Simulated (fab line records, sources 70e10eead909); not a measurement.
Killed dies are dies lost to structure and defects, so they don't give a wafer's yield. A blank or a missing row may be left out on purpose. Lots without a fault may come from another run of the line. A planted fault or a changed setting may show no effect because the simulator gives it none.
A struck lot beside a sound one | flow nand_harc | 14 steps out of a route of 1302
Sound: wafers L548.3, L548.4, L548.6. Struck: wafers L553.2, L553.4, L553.5. The cause comes at the end.
At each step with rows: each side's tool, then ch and its chambers, then its first start. Under that, the readings that differ: sound wafers | struck wafers | difference of the means | sigmas: that difference in standard deviations of wafers without a fault.
alike: readings whose means differ by less than 2 such deviations, and words and numbers that are the same on both sides. not compared: withheld readings, readings that some wafer has no value for, bounds like >300 that may hide the same value, and numbers for which the record gives no deviation and whose values overlap.
The two part at a step that has a row with sigmas, a row that says differs or no value, or rows on one side only. Numbers that don't overlap but have no deviation are shown without sigmas and don't part them. A reading that every wafer of one side lacks parts them only if that side has two wafers or more.

first, 5 steps without rows for these wafers: NHARC_A_STAIRCASE_EBR_180; NHARC_A_STAIRCASE_EXPOSE_181 (exposes mask STAIR 2); NHARC_A_STAIRCASE_PEB_182 (peb time 130 s); NHARC_A_STAIRCASE_DEVELOP_183 (time 140 s); NHARC_A_STAIRCASE_HARDBAKE_185 (time 140 s).
NHARC_A_STAIRCASE_DESCUM_186: chemistry O2, time 3 s.
  sound on rie_diel-13 ch 0,1,3, day 16 18:13; struck on rie_diel-13 ch 0,2,3, day 18 12:34
  alike: drypump_motor_current_A, oes_product_au, rf_vpp_V, showerhead_plenum_p_Torr, throttle_valve_pct
  not compared: rf_hours_counter_h
then, 1 step without rows for these wafers: NHARC_A_STAIRCASE_TRIM_187 (chemistry O2, time 211.2 s).
NHARC_A_STAIRCASE_ETCH_188: etches the open film in C4F8/O2, target depth 100 nm, time 40.5 s.
  sound on rie_diel-13 ch 0,2; struck on rie_diel-13 ch 0,1
  alike: bias_w, chamber_pressure_mTorr, oes_product_au, rf_vpp_V
  not compared: rf_hours_counter_h
then, 1 step without rows for these wafers: NHARC_A_STAIRCASE_TRIM_189 (chemistry O2, time 211.2 s).
NHARC_A_STAIRCASE_ETCH_190: etches the open film in C4F8/O2, target depth 100 nm, time 40.5 s.
  sound on rie_diel-13 ch 0,1; struck on rie_diel-13 ch 0,3
  alike: bias_w, chamber_pressure_mTorr, oes_product_au, rf_vpp_V
  not compared: rf_hours_counter_h
NHARC_A_STAIRCASE_TRIM_191: chemistry O2, time 211.2 s.
  sound on rie_diel-13 ch 0,1,3; struck on rie_diel-13 ch 0,3
  alike: drypump_motor_current_A, oes_product_au, rf_vpp_V, showerhead_plenum_p_Torr, throttle_valve_pct
  not compared: rf_hours_counter_h
NHARC_A_STAIRCASE_ETCH_192: etches the open film in C4F8/O2, target depth 100 nm, time 40.5 s.
  sound on rie_diel-13 ch 0,3, day 16 18:55; struck on rie_diel-13 ch 1,2, day 18 13:22
  no value came back on the struck wafers for bias_w (W), chamber_pressure_mTorr (mTorr), oes_product_au (a.u.), rf_vpp_V (V); on the sound wafers bias_w (W) reads 998.2 997.8 999.0
  not compared: rf_hours_counter_h
NHARC_A_STAIRCASE_TRIM_193: chemistry O2, time 211.2 s.
  sound on rie_diel-13 ch 0,1; struck on rie_diel-13 ch 0,3
  alike: drypump_motor_current_A, oes_product_au, rf_vpp_V, showerhead_plenum_p_Torr, throttle_valve_pct
  not compared: rf_hours_counter_h
-- the record jumps here: 9 days lie between the struck wafers' starts before and after (it left off in module A_STAIRCASE and takes up again in module END, whose first step shown is number 1302 of the route) --
NHARC_END_SORT_01:
  sound on prober-01 ch 0, day 24 22:45; struck on prober-01 ch 0, day 27 07:58
  reading             | sound    | struck      | difference | sigmas
  killed_at_array     | 47 46 52 | 673 676 675 | +626       | +37
  killed_at_periphery | 11 10 10 | 3 1 1       | -9         | -3
  killed_dies         | 59 56 63 | 677 677 677 | +618       | +39
  alike: killed_at_other, killed_open, killed_short

WHERE THEY PART
First at NHARC_A_STAIRCASE_ETCH_192; last, within this record, at NHARC_END_SORT_01.

WHY: what the simulator had put in
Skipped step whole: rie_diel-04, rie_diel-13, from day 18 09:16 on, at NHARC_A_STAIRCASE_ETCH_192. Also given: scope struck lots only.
